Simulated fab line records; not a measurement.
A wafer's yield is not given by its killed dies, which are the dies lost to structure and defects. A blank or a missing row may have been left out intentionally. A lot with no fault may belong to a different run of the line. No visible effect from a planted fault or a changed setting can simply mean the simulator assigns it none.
fab line records	flow nand_harc
[record] lots = 5	wafers = 15	last_day = 23
route steps=1159 shown P_M2@320 END@1159
lots untouched by any fault: they come from a run of this same line in which no faults occurred
start_h: hours from the record's opening day to when the first of the lot's shown wafers began	wait_h: time in hours since the lot's previous step	" repeats the value in the row above	L1.1+2: a row that stands for several wafers	- no value present, or no start provided	* or withheld: withheld	< > ~ a bound
route shown NAME@n: a module of which the file shows steps, and the number in the route of the first	usual: mean/standard deviation taken from wafers without a fault	same: alike in all rows	chamber/n: place in a boat	sites: readings site by site	_std_site: how widely they spread, as a standard deviation	_edge_site: inner sites' mean taken away from outer sites' mean	radius_mm: how far each site lies from the wafer's centre	mask NAME#n: copy n	behind: the tool/chamber that last shaped the wafer	hold: what put the lot on hold/how long, in hours/how the hold closed	device: the transistor (n, p or np) that didn't switch	end of line: tests run on the same wafers once the route is complete	step lacking rows: just its recipe	killed: the dies lost at the first sort to structure and to defects; this is not the yield of the wafer	map: the dies of a wafer, with x for killed, . for not killed, _ for no die there
set.NAME: the setting the step ran with; set.NAME@STEP: the setting that earlier step ran with	model.NAME: the simulator's own value behind a step, which no gauge read
certain route steps with their lots: each step a table, each wafer a row
services: from which hour (start_h, from the record's first day; less than 0 if before it) a tool's chamber was out of use, for how many hours, and why
[[steps]]
[step NHARC_P_M2_HMDS_02]
[recipe] time_s = 30
[step NHARC_P_M2_COAT_34]
[recipe] temp_c = 200	time_s = 65
[step NHARC_P_M2_COAT_03]
[recipe] spin_rpm = 1500	resist_thk_nm = 90
[step NHARC_P_M2_SOFTBAKE_04]
[recipe] temp_c = 105	time_s = 55
[step NHARC_P_M2_EBR_05]
[step NHARC_P_M2_EXPOSE_06]
[recipe] na = 1.35	target_cd_nm = 170	dose_mj = 80.78	mask_id = P_M2
[step NHARC_P_M2_PEB_07]
[recipe] peb_temp_c = 100	peb_time_s = 65
[step NHARC_P_M2_DEVELOP_08]
[recipe] develop_time_s = 35	dev_temp_c = 23
[step NHARC_P_M2_CD_MEAS_09]
[recipe] target_cd_nm = 170	landing_energy_ev = 500
[usual] cd_nm = 169.6/0.71
lot.wafer	tool	chamber	start_h	wait_h	cd_nm
L873.2	cd_sem-02	0	134.61	-	168.9
L873.3	"	0	"	"	169.5
L873.4	"	0	"	"	169.7
L882.1	cd_sem-03	0	183.01	-	170.1
L882.4	"	0	"	"	169.1
L882.6	"	0	"	"	169.0
L884.2	cd_sem-03	0	201.41	-	169.6
L884.4	"	0	"	"	170.0
L884.5	"	0	"	"	169.3
L889.2	cd_sem-02	0	232.40	-	169.6
L889.3	"	0	"	"	169.4
L889.4	"	0	"	"	169.9
L890.3	cd_sem-03	0	232.99	-	169.0
L890.5	"	0	"	"	169.6
L890.6	"	0	"	"	170.0
[step NHARC_P_M2_OVL_MEAS_10]
[recipe] pitch_nm = 340
[usual] overlay_x_nm = 0.0/0.8	overlay_y_nm = 0.3/0.75
lot.wafer	tool	chamber	start_h	wait_h	overlay_x_nm	overlay_y_nm
L873.2	overlay-02	-	134.70	-	1.1	1.8
L873.3	"	-	"	"	1.4	1.6
L873.4	"	-	"	"	1.6	1.2
L882.1	overlay-01	-	183.09	-	0.7	-0.2
L882.4	"	-	"	"	0.3	-0.6
L882.6	"	-	"	"	0.2	-0.2
L884.2	overlay-01	-	201.50	-	0.5	0.1
L884.4	"	-	"	"	0.8	0.4
L884.5	"	-	"	"	0.9	0.3
L889.2	overlay-02	-	232.49	-	0.2	1.1
L889.3	"	-	"	"	-0.6	0.8
L889.4	"	-	"	"	0.4	0.5
L890.3	overlay-02	-	233.07	-	-1.0	0.4
L890.5	"	-	"	"	-0.8	0.7
L890.6	"	-	"	"	-1.0	1.0
[step NHARC_P_M2_INSPECT_11]
[usual] raw_defect_count = 4.2/2.6
lot.wafer	tool	chamber	start_h	wait_h	raw_defect_count
L873.2	defect_inspect-02	-	134.73	0.0	2
L873.3	"	-	"	"	5
L873.4	"	-	"	"	9
L882.1	defect_inspect-02	-	183.13	0.0	9
L882.4	"	-	"	"	5
L882.6	"	-	"	"	2
L884.2	defect_inspect-01	-	201.54	0.0	2
L884.4	"	-	"	"	3
L884.5	"	-	"	"	3
L889.2	defect_inspect-02	-	232.52	0.0	7
L889.3	"	-	"	"	5
L889.4	"	-	"	"	1
L890.3	defect_inspect-01	-	233.11	0.0	7
L890.5	"	-	"	"	5
L890.6	"	-	"	"	9
[step NHARC_P_M2_DESCUM_14]
[recipe] time_s = 3	o2_flow_sccm = 200	ar_flow_sccm = 0	bias_power_w = 0	chemistry = O2
[usual] drypump_motor_current_A = 5.7/0.48	oes_product_au = 1.000/0.012	rf_vpp_V = 57.9/0.92	showerhead_plenum_p_Torr = 1.92/0.073	throttle_valve_pct = 11.312/0.0084
lot.wafer	tool	chamber	start_h	wait_h	drypump_motor_current_A	oes_product_au	rf_hours_counter_h	rf_vpp_V	showerhead_plenum_p_Torr	throttle_valve_pct
L873.4	rie_diel-03	2	134.79	0.1	5.4	0.978	3	57.3	2.07	11.317
L873.2	"	3	"	"	5.7	0.988	3	59.2	1.89	11.313
L873.3	"	0	"	"	5.0	0.997	3	57.6	1.88	11.303
L882.4	rie_diel-03	2	183.20	0.1	5.5	0.988	5	57.4	2.07	11.310
L882.1	"	3	"	"	5.7	0.992	4	57.6	1.89	11.313
L882.6	"	2	"	"	5.5	0.995	-	58.4	2.07	11.315
L884.2	rie_diel-13	3	201.60	0.1	6.2	1.017	36	56.0	1.89	11.308
L884.4	"	0	"	"	5.8	1.018	35	58.0	1.92	11.306
L884.5	"	0	"	"	5.7	1.009	-	58.5	1.92	11.317
L889.3	rie_diel-13	2	232.58	0.1	5.9	1.016	45	59.2	1.82	11.312
L889.4	"	3	"	"	6.2	1.014	45	57.1	1.88	11.317
L889.2	"	0	"	"	5.7	1.009	44	58.2	1.92	11.316
L890.3	rie_diel-13	1	233.18	0.1	6.6	1.012	40	55.8	1.89	11.321
L890.6	"	3	"	"	6.2	1.005	-	58.7	1.88	11.316
L890.5	"	0	"	"	5.7	1.009	-	57.6	1.92	11.305
[step NHARC_P_M2_ETCH_35]
[recipe] target_depth_a = 400	overetch_a = 120	time_s = 43.94	ion_energy_ev = 200	n2_flow_sccm = 150	h2_flow_sccm = 150	ar_flow_sccm = 0	rf_w = 400	bias_w = 150	chemistry = N2/H2
[usual] drypump_motor_current_A = 5.7/0.49	h2_flow_sccm = 150.0/0.48	oes_product_au = 1.002/0.012	rf_vpp_V = 430.7/2.4	run_length_s = 65.4/0.42	showerhead_plenum_p_Torr = 2.04/0.08	throttle_valve_pct = 14.171/0.0092
lot.wafer	tool	chamber	start_h	wait_h	drypump_motor_current_A	h2_flow_sccm	oes_product_au	rf_hours_counter_h	rf_vpp_V	run_length_s	showerhead_plenum_p_Torr	throttle_valve_pct
L873.4	rie_diel-03	0	134.88	0.1	5.0	149.7	0.991	3	429.9	65.1	2.00	14.173
L873.2	"	1	"	"	5.3	149.8	1.005	2	432.2	65.8	2.04	14.152
L873.3	"	3	"	"	5.7	150.3	0.982	3	429.9	65.6	2.02	14.186
L882.4	rie_diel-03	0	183.28	0.1	5.0	149.4	0.998	5	427.9	51.5	2.00	14.177
L882.1	"	2	"	"	5.5	150.0	0.991	5	435.4	65.5	2.21	14.178
L882.6	"	3	"	"	5.7	150.0	0.991	-	428.8	65.3	2.02	14.185
L884.4	rie_diel-13	2	201.68	0.1	5.9	149.9	1.009	36	429.2	65.3	1.94	14.157
L884.2	"	3	"	"	6.2	150.0	1.011	36	429.2	65.4	2.01	14.168
L884.5	"	3	"	"	6.2	149.6	1.016	-	429.9	65.6	2.01	14.187
L889.2	rie_diel-13	1	232.67	0.1	6.6	150.2	1.011	40	430.0	64.9	2.02	14.182
L889.3	"	2	"	"	5.9	149.8	1.025	45	427.9	65.5	1.94	14.174
L889.4	"	0	"	"	5.8	149.6	1.008	44	431.0	64.3	2.05	14.179
L890.3	rie_diel-13	0	233.33	0.1	5.7	149.7	1.008	44	430.6	64.2	2.05	14.163
L890.6	"	1	"	"	6.6	149.9	1.022	-	431.2	65.1	2.02	14.167
L890.5	"	2	"	"	5.8	149.1	1.025	-	427.6	65.2	1.94	14.175
[step NHARC_P_M2_ETCH_15]
[recipe] target_depth_a = 1825	time_s = 91.2	c4f8_flow_sccm = withheld	ar_flow_sccm = 400	rf_w = 600	bias_w = 300	chemistry = C4F8/Ar
[usual] oes_product_au = 0.946/0.024	rf_vpp_V = 441.0/2.4	run_length_s = 112.6/0.42
lot.wafer	tool	chamber	start_h	wait_h	oes_product_au	rf_hours_counter_h	rf_vpp_V	run_length_s
L873.3	rie_diel-03	3	-	-	0.956	3	440.6	112.8
L873.2	"	0	"	"	0.965	3	439.0	113.0
L873.4	"	1	"	"	0.982	2	440.7	113.3
L882.4	rie_diel-03	3	-	-	0.918	5	441.1	112.4
L882.1	"	0	"	"	0.920	5	438.0	112.3
L882.6	"	0	"	"	0.927	-	440.2	112.4
L884.2	rie_diel-13	1	-	-	0.921	31	439.9	112.4
L884.4	"	3	"	"	0.934	36	439.4	112.6
L884.5	"	1	"	"	0.938	-	438.9	112.5
L889.3	rie_diel-13	3	-	-	0.932	45	440.2	112.7
L889.2	"	0	"	"	0.930	44	439.9	112.2
L889.4	"	1	"	"	0.931	40	440.5	112.8
L890.3	rie_diel-13	0	-	-	0.925	44	440.9	111.8
L890.6	"	1	"	"	0.925	-	438.7	112.2
L890.5	"	2	"	"	0.926	-	438.0	112.7
[step NHARC_END_SORT_01]
[recipe] temp_c = 25
[usual] defect_limited_yield = 95.4/1.3	killed_at_array = 27/8	killed_at_other = 0.8/1.2	killed_at_periphery = 3.3/2.3	killed_dies = 31/8.8	killed_open = 3.2/2.1	killed_short = 2.1/1.4	sort_bin_2_pct = 1.4/0.55	sort_bin_3_pct = 0.25/0.2	sort_bin_4_pct = 2.9/0.92	sort_n_pass = 646/8.8	sort_rim_yield_pct = 95.5/2.7	sort_yield_pct = 95.4/1.3
[same] gross_dies = 677	sort_bin_5_pct[%] = 0	sort_bin_6_pct[%] = 0	sort_bin_7_pct[%] = 0	sort_bin_8_pct[%] = 0	sort_rim_n_gross = 106.00
lot.wafer	tool	chamber	start_h	wait_h	defect_limited_yield[%]	killed_at_array	killed_at_other	killed_at_periphery	killed_dies	killed_open	killed_short	sort_bin_2_pct[%]	sort_bin_3_pct[%]	sort_bin_4_pct[%]	sort_n_pass	sort_rim_yield_pct[%]	sort_yield_pct[%]
L890.3	prober-02	0	551.60	3.1	95.7	21	1	7	29	1	2	0.9	0.44	3.0	648	96.2	95.7
L890.5	prober-02	0	553.18	3.7	92.9	44	0	4	48	8	2	1.9	0.30	4.9	629	97.2	92.9
L890.6	prober-02	0	553.97	3.9	94.8	24	0	11	35	2	3	1.8	0.30	3.1	642	91.5	94.8
L889.2	prober-01	0	558.63	2.8	94.5	35	0	2	37	1	2	1.5	0	4.0	640	94.3	94.5
L889.3	prober-01	0	559.44	3.1	94.4	34	2	2	38	1	1	1.5	0.15	4.0	639	96.2	94.4
L889.4	prober-01	0	560.25	3.4	94.1	36	1	3	40	5	3	2.1	0.44	3.4	637	93.4	94.1
// killed by level:class
L890.3 A_SLIT:chamber_film_flake=14 P_ZERO_WELL:chamber_film_flake=6 A_CHANNEL_HOLE_D1:chamber_film_flake=2 P_CONTACT:geometric_particle:open=1 A_CHANNEL_FILL_D1:geometric_particle:short=1 A_WL_FILL:geometric_particle:short=1 A_STAIRCASE:chamber_film_flake=1 A_CONTACT:chamber_film_flake=1
L890.5 A_SLIT:chamber_film_flake=16 A_CHANNEL_HOLE_D1:chamber_film_flake=12 A_CONTACT:geometric_particle:open=3 A_CONTACT:chamber_film_flake=3 P_ZERO_WELL:chamber_film_flake=2 A_STAIRCASE:chamber_film_flake=2 P_GATE:geometric_particle:open=1 A_ONON_D1:geometric_particle:short=1
L890.6 A_SLIT:chamber_film_flake=15 P_ZERO_WELL:chamber_film_flake=8 A_CHANNEL_HOLE_D1:chamber_film_flake=3 P_M0:geometric_particle:open=1 A_SGD_CUT:geometric_particle:short=1 A_WL_FILL:geometric_particle:short=1 A_CONTACT:geometric_particle:short=1 A_CONTACT:geometric_particle:open=1
L889.2 A_CHANNEL_HOLE_D1:chamber_film_flake=20 A_STAIRCASE:chamber_film_flake=4 A_M0:chamber_film_flake=4 A_WL_FILL:chamber_film_flake=2 P_STI:geometric_particle:short=1 A_SOURCE_PLATE:geometric_particle:short=1 A_M0:geometric_particle:open=1 P_STI:chamber_film_flake=1
L889.3 A_CHANNEL_HOLE_D1:chamber_film_flake=21 A_STAIRCASE:chamber_film_flake=5 A_WL_FILL:chamber_film_flake=3 A_M0:chamber_film_flake=3 THIN_TSV:chamber_film_flake=2 P_M2:geometric_particle:open=1 A_CONTACT:geometric_particle:short=1 P_GATE:chamber_film_flake=1
L889.4 A_CHANNEL_HOLE_D1:chamber_film_flake=14 A_STAIRCASE:chamber_film_flake=5 A_M0:chamber_film_flake=4 A_ZERO_WELL:chamber_film_flake=3 A_WL_FILL:chamber_film_flake=3 P_M0:geometric_particle:open=2 A_WL_FILL:geometric_particle:open=2 P_M0:geometric_particle:short=1
[[services]]
tool	chamber	start_h	hours	kind
rie_diel-03	0	120.80	-	clean
rie_diel-03	1	120.80	-	clean
rie_diel-03	2	120.80	-	clean
rie_diel-13	0	132.60	-	clean
rie_diel-13	1	132.60	-	clean
rie_diel-13	2	132.60	-	clean
rie_diel-13	3	132.60	-	clean
rie_diel-13	1	153.99	7.6	repair
rie_diel-13	0	157.12	-	clean
rie_diel-13	2	157.12	-	clean
rie_diel-13	3	157.12	-	clean
rie_diel-13	0	181.64	-	clean
rie_diel-13	1	181.64	-	clean
rie_diel-13	2	181.64	-	clean
rie_diel-13	3	181.64	-	clean
rie_diel-13	0	206.20	-	clean
rie_diel-13	1	206.20	-	clean
rie_diel-13	2	206.20	-	clean
rie_diel-13	3	206.20	-	clean
rie_diel-03	-	215.30	9.0	pm
rie_diel-13	0	230.72	-	clean
rie_diel-13	1	230.72	-	clean
rie_diel-13	2	230.72	-	clean
rie_diel-13	3	230.72	-	clean
[[key]]
[first_sign] step = NHARC_P_M2_ETCH_35	reading = run_length_s	direction = down	sigmas = 33	usual = *	struck = *
effect none on later readings
met_at NHARC_P_M2_ETCH_35
struck_wafers L882.4
onset_between 134.88 183.28
[fault] kind = process_parameter_drift	tool = rie_diel-03	chamber = 0	onset_h = 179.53	steps = NHARC_P_M2_ETCH_35	channel = time_s	offset = *	shape = step	end_h = 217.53	acts_in = *	stated = *
